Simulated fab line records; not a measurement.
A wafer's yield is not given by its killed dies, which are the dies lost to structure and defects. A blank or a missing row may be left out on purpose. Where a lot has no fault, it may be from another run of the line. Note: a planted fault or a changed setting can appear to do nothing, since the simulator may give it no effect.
Chamber matching :: flow n5-finfet :: N5_BEOL_M13_ILD_DEP_00 on pecvd-03 has 3 sister chambers
The step deposits SiOC from DEMS/O2, target thk 837.92 nm, time 166.4 s. 16 wafers are shown with their chamber, then 8 later ones without.

## WAFERS PAIRED WITH THEIR CHAMBERS
wafer: L074.1
chamber: 0
throttle-valve-pct (%): 11.7
heater-power-w (W): 419
showerhead-plenum-p-Torr (Torr): 5.717

wafer: L074.2
chamber: 1
throttle-valve-pct (%): 12.5
heater-power-w (W): 667
showerhead-plenum-p-Torr (Torr): 5.670

wafer: L074.5
chamber: 0
throttle-valve-pct (%): 11.7
heater-power-w (W): 470
showerhead-plenum-p-Torr (Torr): 5.736

wafer: L083.2
chamber: 2
throttle-valve-pct (%): 10.6
heater-power-w (W): 568
showerhead-plenum-p-Torr (Torr): 5.688

wafer: L083.4
chamber: 1
throttle-valve-pct (%): 12.5
heater-power-w (W): 681
showerhead-plenum-p-Torr (Torr): 5.673

wafer: L083.6
chamber: 0
throttle-valve-pct (%): 11.8
heater-power-w (W): 379
showerhead-plenum-p-Torr (Torr): 5.698

wafer: L087.1
chamber: 1
throttle-valve-pct (%): 12.3
heater-power-w (W): 699
showerhead-plenum-p-Torr (Torr): 5.685

wafer: L087.5
chamber: 0
throttle-valve-pct (%): 11.6
heater-power-w (W): 454
showerhead-plenum-p-Torr (Torr): 5.720

wafer: L087.6
chamber: 2
throttle-valve-pct (%): 10.6
heater-power-w (W): 449
showerhead-plenum-p-Torr (Torr): 5.694

wafer: L089.1
chamber: 1
throttle-valve-pct (%): 12.6
heater-power-w (W): 679
showerhead-plenum-p-Torr (Torr): 5.659

wafer: L089.3
chamber: 2
throttle-valve-pct (%): 10.5
heater-power-w (W): 530
showerhead-plenum-p-Torr (Torr): 5.694

wafer: L089.4
chamber: 0
throttle-valve-pct (%): 11.8
heater-power-w (W): 463
showerhead-plenum-p-Torr (Torr): 5.717

wafer: L086.1
chamber: 0
throttle-valve-pct (%): 12.1
heater-power-w (W): 437
showerhead-plenum-p-Torr (Torr): 5.723

wafer: L086.2
chamber: 2
throttle-valve-pct (%): 10.3
heater-power-w (W): 518
showerhead-plenum-p-Torr (Torr): 5.698

wafer: L086.4
chamber: 0
throttle-valve-pct (%): 11.9
heater-power-w (W): 456
showerhead-plenum-p-Torr (Torr): 5.705

wafer: L090.3
chamber: 2
throttle-valve-pct (%): 10.7
heater-power-w (W): 522
showerhead-plenum-p-Torr (Torr): 5.701

SIGNATURES, as means of the wafers listed above
reading: throttle-valve-pct
chamber 0: 11.800
chamber 1: 12.475
chamber 2: 10.540
scatter within a chamber: 0.152

reading: heater-power-w
chamber 0: 439.71
chamber 1: 681.50
chamber 2: 517.40
scatter within a chamber: 32.8

reading: showerhead-plenum-p-Torr
chamber 0: 5.71657
chamber 1: 5.67175
chamber 2: 5.69500
scatter within a chamber: 0.0102
Rule: a wafer lies at a distance from a chamber equal to the root of the sum of squares, over the readings, of (its reading less the chamber's mean, divided by the reading's scatter). If the next closest chamber is less than 2 further off than the closest, the wafer can't be placed; otherwise it belongs to the closest. How the scatter is found: for the shown wafers, subtract from each reading the mean of its chamber, square and add these, divide the total by (wafers less chambers), then take the root.

## WAFERS WITHOUT THEIR CHAMBER
wafer: L090.5
throttle-valve-pct (%): 10.7
heater-power-w (W): 551
showerhead-plenum-p-Torr (Torr): 5.692

wafer: L090.6
throttle-valve-pct (%): 12.0
heater-power-w (W): 385
showerhead-plenum-p-Torr (Torr): 5.703

wafer: L094.1
throttle-valve-pct (%): 12.3
heater-power-w (W): 630
showerhead-plenum-p-Torr (Torr): 5.691

wafer: L094.2
throttle-valve-pct (%): 10.7
heater-power-w (W): 480
showerhead-plenum-p-Torr (Torr): 5.683

wafer: L094.6
throttle-valve-pct (%): 10.5
heater-power-w (W): 513
showerhead-plenum-p-Torr (Torr): 5.698

wafer: L097.1
throttle-valve-pct (%): 12.0
heater-power-w (W): 441
showerhead-plenum-p-Torr (Torr): 5.709

wafer: L097.2
throttle-valve-pct (%): 10.8
heater-power-w (W): 537
showerhead-plenum-p-Torr (Torr): 5.673

wafer: L097.3
throttle-valve-pct (%): 12.3
heater-power-w (W): 655
showerhead-plenum-p-Torr (Torr): 5.688

## CHAMBER TAKEN BY EACH
wafer: L090.5
from the rows above: 2
in truth: 2

wafer: L090.6
from the rows above: 0
in truth: 0

wafer: L094.1
from the rows above: 1
in truth: 1

wafer: L094.2
from the rows above: 2
in truth: 2

wafer: L094.6
from the rows above: 2
in truth: 2

wafer: L097.1
from the rows above: 0
in truth: 0

wafer: L097.2
from the rows above: 2
in truth: 2

wafer: L097.3
from the rows above: 1
in truth: 1
Correctly placed: 8 of 8. Number that these rows cannot place: 0. Number placed wrongly: 0.
